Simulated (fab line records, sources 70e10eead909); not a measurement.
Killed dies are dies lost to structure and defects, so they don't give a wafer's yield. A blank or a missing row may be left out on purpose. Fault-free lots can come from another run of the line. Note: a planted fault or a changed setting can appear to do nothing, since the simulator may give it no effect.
Chamber matching -- flow nandHarc -- NHARC_A_BONDPAD_DEP_00 on pecvd-01: 3 sister chambers
The step deposits SiCN, target thk 250 nm. 6 wafers are shown with their chamber, then 8 later ones without.

WAFERS, EACH WITH ITS CHAMBER
wafer,chamber,heaterPowerW (W)
L339.4,1,683
L347.1,0,433
L350.1,2,643
L350.3,1,599
L350.4,0,498
L353.3,2,693

WAFERS WHOSE CHAMBER IS MISSING
wafer,heaterPowerW (W)
L353.5,491
L353.6,577
L359.1,643
L359.3,593
L359.5,623
L361.1,467
L361.3,657
L361.4,482

WHICH CHAMBER EACH WENT THROUGH
wafer,from the rows above,in truth
L353.5,0,0
L353.6,can't be placed: 1 or 2 or 0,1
L359.1,can't be placed: 1 or 2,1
L359.3,can't be placed: 1 or 2 or 0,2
L359.5,can't be placed: 1 or 2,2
L361.1,0,0
L361.3,can't be placed: 2 or 1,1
L361.4,0,0
Placed correctly: 3 of 8. Not placeable from these rows: 5 (in 5, the candidates include the true chamber). Wrongly placed: 0.
How it was worked out, from the rows above alone: a wafer's distance from a chamber is the root of the sum, over the readings, of the square of ((its reading less the chamber's mean) divided by the reading's scatter). If the next closest chamber is less than 2 further off than the closest, the wafer can't be placed; otherwise it belongs to the closest. A chamber's mean is the mean of its shown wafers. The scatter: the root of (the sum of the squares of (reading less its chamber's mean) over the shown wafers, divided by (wafers less chambers)).
